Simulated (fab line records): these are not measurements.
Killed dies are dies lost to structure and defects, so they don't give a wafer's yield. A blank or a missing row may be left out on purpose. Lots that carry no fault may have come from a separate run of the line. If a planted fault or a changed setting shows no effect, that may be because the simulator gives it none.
Which tool is to blame?	flow n5-finfet	Sampling: 10 lots, 28 wafers, 4 of 1938 route steps

## WHAT THE GAUGES SHOWED, per wafer
N5_BEOL_M4_RC_MEAS_101.
lot	measured	on	REXT_P (ohm.um)
L837	day 7 18:26	prober-02	101.8 99.4 100.8
L838	day 8 05:31	prober-02	103.9 103.5 103.2
L839	day 8 06:11	prober-01	103.1 100.6 102.6
L840	day 8 15:01	prober-01	102.7 103.3 103.5
L843	day 9 06:25	prober-02	98.2 99.7 99.4
L845	day 9 10:14	prober-01	101.4 101.9 99.7
L846	day 9 16:55	prober-01	99.2 98.5 99.0
L852	day 13 14:40	prober-01	96.1 132.1
L855	day 13 20:01	prober-02	103.2 139.5
L858	day 13 00:07	prober-02	100.3 99.1 102.3

## EACH LOT AND THE TOOL THAT RAN IT (in order: tool; ch and the chambers of the sampled wafers; start)
lot	N5_SD_EPI_P_VAPOR_ETCH_44	N5_BEOL_M4_SPUTTER_94	N5_BEOL_M4_DEP_57
L837	epi-rpcvd-01 ch 0, day 3 12:17	pvd-sputter-03, day 7 17:07	pecvd-04 ch 1,2, day 7 18:19
L838	epi-rpcvd-03 ch 0, day 3 17:02	pvd-sputter-02, day 8 03:58	pecvd-04 ch 0,1,2, day 8 05:15
L839	epi-rpcvd-04 ch 0, day 3 19:58	pvd-sputter-03, day 8 04:34	pecvd-04 ch 0,1,2, day 8 05:46
L840	epi-rpcvd-03 ch 0, day 4 02:16	pvd-sputter-01, day 8 13:28	pecvd-02 ch 0,1, day 8 14:44
L843	epi-rpcvd-03 ch 0, day 4 17:59	pvd-sputter-03, day 9 04:57	pecvd-02 ch 1,2, day 9 06:09
L845	epi-rpcvd-03 ch 0, day 5 06:17	pvd-sputter-02, day 9 08:28	pecvd-01 ch 0,1,2, day 9 09:58
L846	epi-rpcvd-03 ch 0, day 5 12:45	pvd-sputter-02, day 9 15:34	pecvd-04 ch 0,1, day 9 16:47
L852	epi-rpcvd-03 ch 0, day 7 03:34	pvd-sputter-03, day 13 13:02	pecvd-01 ch 2, day 13 14:15
L855	epi-rpcvd-03 ch 0, day 7 18:19	pvd-sputter-03, day 13 14:52	pecvd-02 ch 0,1, day 13 19:27
L858	epi-rpcvd-01 ch 0, day 8 15:34	pvd-sputter-02, day 12 22:20	pecvd-01 ch 0,2, day 12 23:50
- N5_SD_EPI_P_VAPOR_ETCH_44: etches SiGe30 in NF3/Ar, time 3.3 s.
- N5_BEOL_M4_SPUTTER_94: material Cu, target thk 4.5 nm, time 8.29 s.
- N5_BEOL_M4_DEP_57: deposits SiCN from 3MS/NH3, target thk 8 nm, time 14 s.

## THE ANSWER, worked out from the rows above alone
Rule: the usual values come from the lots themselves. Put in order of their means at a reading, lots are off if they are a third of the lots or fewer, leave a main group of 4 or more, and stand apart from it by a gap of 3 or more times the standard deviation of the main group's means; of several such gaps the widest counts. The tables above print the reading to a certain number of digits; a main group whose means all agree to those digits is not used. Also off: a lot with no number at a reading for which 4 or more lots have one. Any other lot the step has rows for is counted as sound.
Off: at N5_BEOL_M4_RC_MEAS_101 (REXT_P), L852, L855. The main group: mean 101.1 ohm.um, standard deviation 1.6.
A tool fits if, at a process step before that reading, it ran every lot that is off, and no sound lot after the first of them. Gauges at N5_BEOL_M4_RC_MEAS_101: tried the same way as those tools. Undecided on this evidence; 2 tools fit (epi-rpcvd-03 at N5_SD_EPI_P_VAPOR_ETCH_44, pvd-sputter-03 at N5_BEOL_M4_SPUTTER_94).

## WHAT THE SIMULATOR HAD INSERTED
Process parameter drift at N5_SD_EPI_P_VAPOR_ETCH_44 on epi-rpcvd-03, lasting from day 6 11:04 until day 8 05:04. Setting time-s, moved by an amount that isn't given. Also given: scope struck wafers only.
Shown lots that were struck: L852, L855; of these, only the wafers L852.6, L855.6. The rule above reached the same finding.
